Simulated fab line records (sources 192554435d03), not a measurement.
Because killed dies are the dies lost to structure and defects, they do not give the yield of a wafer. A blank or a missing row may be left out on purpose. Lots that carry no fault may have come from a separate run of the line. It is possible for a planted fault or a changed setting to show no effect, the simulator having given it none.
Split-lot study / flow n5 finfet / 7 lots, 21 wafers read, on a route of 1938 steps

THE SPLIT
At N5_BEOL_M3_EXPOSE_08 (exposes mask M3), the setting dose mj was moved away from the recipe's 33 on 5 of the 21 wafers read, by -5.4% to +3.2%. The other wafers ran this setting at the recipe's value.

FROM THE SPLIT TO THE READING: what the file shows between them, 9 steps
- N5_BEOL_M3_PEB_09: peb time 60 s
- N5_BEOL_M3_DEVELOP_10: develop time 30 s
- N5_BEOL_M3_DESCUM_16: chemistry O2, time 7 s
- N5_BEOL_M3_ETCH_74: etches underlayer in N2/H2, target depth 6.5 nm, time 5.2 s
- N5_BEOL_M3_ETCH_63: etches SiARC in CF4, target depth 15.6 nm, time 26 s
- N5_BEOL_M3_ETCH_64: etches SOC in N2/H2, target depth 75 nm, overetch 15 nm, time 112.5 s (also split here: time s)
- N5_BEOL_M3_STRIP_65: strips in N2/H2
- N5_BEOL_M3_STRIP_75: strips in N2/H2
- N5_BEOL_M3_STRIP_66: strips in CF4

THE READING
BEOL_M3.cd offset nm (the simulator's own value, which no gauge read), in nm, at N5_BEOL_M3_HM_OPEN_17 (chemistry Cl2/BCl3, target TiN, target depth 20 nm, overetch 6 nm). The file gives no usual value for it. Here, 16 wafers ran the recipe; their average is 0.2 nm with a standard deviation of 0.33 nm.

wafer=L080.1; tool, chamber at the split=euv scanner-02, 0; dose mj as run=33; against the recipe=recipe; BEOL_M3.cd offset nm, nm=0; against lot-mates on the recipe=-
wafer=L080.2; tool, chamber at the split=euv scanner-02, 0; dose mj as run=33; against the recipe=recipe; BEOL_M3.cd offset nm, nm=0.2; against lot-mates on the recipe=-
wafer=L080.3; tool, chamber at the split=euv scanner-02, 0; dose mj as run=33; against the recipe=recipe; BEOL_M3.cd offset nm, nm=0.2; against lot-mates on the recipe=-
wafer=L081.2; tool, chamber at the split=euv scanner-02, 0; dose mj as run=33; against the recipe=recipe; BEOL_M3.cd offset nm, nm=0.4; against lot-mates on the recipe=-
wafer=L081.5; tool, chamber at the split=euv scanner-02, 0; dose mj as run=33; against the recipe=recipe; BEOL_M3.cd offset nm, nm=0.2; against lot-mates on the recipe=-
wafer=L081.6; tool, chamber at the split=euv scanner-02, 0; dose mj as run=33; against the recipe=recipe; BEOL_M3.cd offset nm, nm=-0.2; against lot-mates on the recipe=-
wafer=L083.4; tool, chamber at the split=euv scanner-01, 0; dose mj as run=34.05; against the recipe=+3.2%; BEOL_M3.cd offset nm, nm=0.8; against lot-mates on the recipe=+0.6
wafer=L083.5; tool, chamber at the split=euv scanner-01, 0; dose mj as run=34.05; against the recipe=+3.2%; BEOL_M3.cd offset nm, nm=0.8; against lot-mates on the recipe=+0.6
wafer=L083.6; tool, chamber at the split=euv scanner-01, 0; dose mj as run=33; against the recipe=recipe; BEOL_M3.cd offset nm, nm=0.2; against lot-mates on the recipe=-
wafer=L084.1; tool, chamber at the split=euv scanner-02, 0; dose mj as run=31.22; against the recipe=-5.4%; BEOL_M3.cd offset nm, nm=-1.4; against lot-mates on the recipe=-2.0
wafer=L084.4; tool, chamber at the split=euv scanner-02, 0; dose mj as run=33; against the recipe=recipe; BEOL_M3.cd offset nm, nm=0.8; against lot-mates on the recipe=-
wafer=L084.6; tool, chamber at the split=euv scanner-02, 0; dose mj as run=33; against the recipe=recipe; BEOL_M3.cd offset nm, nm=0.4; against lot-mates on the recipe=-
wafer=L086.1; tool, chamber at the split=euv scanner-01, 0; dose mj as run=33; against the recipe=recipe; BEOL_M3.cd offset nm, nm=0.4; against lot-mates on the recipe=-
wafer=L086.3; tool, chamber at the split=euv scanner-01, 0; dose mj as run=33; against the recipe=recipe; BEOL_M3.cd offset nm, nm=0.4; against lot-mates on the recipe=-
wafer=L086.5; tool, chamber at the split=euv scanner-01, 0; dose mj as run=33; against the recipe=recipe; BEOL_M3.cd offset nm, nm=0.4; against lot-mates on the recipe=-
wafer=L093.2; tool, chamber at the split=euv scanner-02, 0; dose mj as run=33; against the recipe=recipe; BEOL_M3.cd offset nm, nm=-0.6; against lot-mates on the recipe=-
wafer=L093.3; tool, chamber at the split=euv scanner-02, 0; dose mj as run=31.45; against the recipe=-4.7%; BEOL_M3.cd offset nm, nm=-1.4; against lot-mates on the recipe=-0.8
wafer=L093.5; tool, chamber at the split=euv scanner-02, 0; dose mj as run=31.45; against the recipe=-4.7%; BEOL_M3.cd offset nm, nm=-1.2; against lot-mates on the recipe=-0.6
wafer=L095.3; tool, chamber at the split=euv scanner-02, 0; dose mj as run=33; against the recipe=recipe; BEOL_M3.cd offset nm, nm=-0.2; against lot-mates on the recipe=-
wafer=L095.4; tool, chamber at the split=euv scanner-02, 0; dose mj as run=33; against the recipe=recipe; BEOL_M3.cd offset nm, nm=-0.2; against lot-mates on the recipe=-
wafer=L095.6; tool, chamber at the split=euv scanner-02, 0; dose mj as run=33; against the recipe=recipe; BEOL_M3.cd offset nm, nm=0.4; against lot-mates on the recipe=-

FIT RESULTS
A straight line over all 21 wafers: BEOL_M3.cd offset nm changes by +0.278 nm for each +1% of dose mj; r = +0.88; the points scatter about the line by 0.32 nm.
The same after taking each lot's own level away (the mean of its wafers on the recipe; 21 wafers): +0.225 nm for each +1%; r = +0.87; scatter 0.28 nm.
According to that fit, moving dose mj by its largest amount changes the reading by 1.2 nm.
From -0.60 to 0.60 nm: that is the span of the lots' own levels, equal to 3.6 times the standard deviation above.
So the lot-to-lot level changes the slope: the two fits differ.
Check: -0.86 nm against its lot-mates is what the line predicts for one of the wafers moved furthest among these (-5.4%) when that wafer is left out of the fit. It came out at -2 nm against them.

OTHER SPLITS ON THESE WAFERS
Note: prior to the reading, these wafers also went through further splits. Each is held against what the fit with the lots' levels taken away leaves over:
other split on the same wafers=N5_MOL_CONTACT_COAG_ETCH_106 source w; wafers away from the commonest value=9; r with BEOL_M3.cd offset nm (lot level and that fit taken away)=-0.10
other split on the same wafers=N5_BEOL_M0_SAQP_COAT_08 spin rpm; wafers away from the commonest value=8; r with BEOL_M3.cd offset nm (lot level and that fit taken away)=+0.00
other split on the same wafers=N5_BEOL_M0_CUTY_ETCH_63 source w; wafers away from the commonest value=6; r with BEOL_M3.cd offset nm (lot level and that fit taken away)=-0.13
other split on the same wafers=N5_BEOL_M1_ILD_DEP_00 time s; wafers away from the commonest value=7; r with BEOL_M3.cd offset nm (lot level and that fit taken away)=+0.05
other split on the same wafers=N5_BEOL_M1_COAT_05 spin rpm; wafers away from the commonest value=4; r with BEOL_M3.cd offset nm (lot level and that fit taken away)=+0.07
other split on the same wafers=N5_BEOL_M1_EXPOSE_25 dose mj; wafers away from the commonest value=9; r with BEOL_M3.cd offset nm (lot level and that fit taken away)=-0.33
other split on the same wafers=N5_BEOL_M2_COAT_62 spin rpm; wafers away from the commonest value=3; r with BEOL_M3.cd offset nm (lot level and that fit taken away)=+0.29
other split on the same wafers=N5_BEOL_M2_COAT_73 temp c; wafers away from the commonest value=7; r with BEOL_M3.cd offset nm (lot level and that fit taken away)=-0.34
other split on the same wafers=N5_BEOL_M3_ETCH_64 time s; wafers away from the commonest value=9; r with BEOL_M3.cd offset nm (lot level and that fit taken away)=+0.04

THE WHOLE CHAIN: every reading that the file lists as answering this split, in the file's order
step=N5_BEOL_M3_ETCH_74; what it does=etches underlayer in N2/H2, target depth 6.5 nm, time 5.2 s; reading=BEOL_M3.cd offset nm (the simulator's own value, which no gauge read); change (the file's fit)=+0.268 nm for each +1% of the setting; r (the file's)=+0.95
step=N5_BEOL_M3_ETCH_63; what it does=etches SiARC in CF4, target depth 15.6 nm, time 26 s; reading=BEOL_M3.cd offset nm (the simulator's own value, which no gauge read); change (the file's fit)=+0.238 nm for each +1% of the setting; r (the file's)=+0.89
step=N5_BEOL_M3_HM_OPEN_17; what it does=chemistry Cl2/BCl3, target TiN, target depth 20 nm, overetch 6 nm; reading=BEOL_M3.cd offset nm (the simulator's own value, which no gauge read); change (the file's fit)=+0.261 nm for each +1% of the setting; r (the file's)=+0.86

FILE'S OWN FIT
BEOL_M3.cd offset nm changes by +0.261 nm for each +1% of dose mj, r = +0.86.
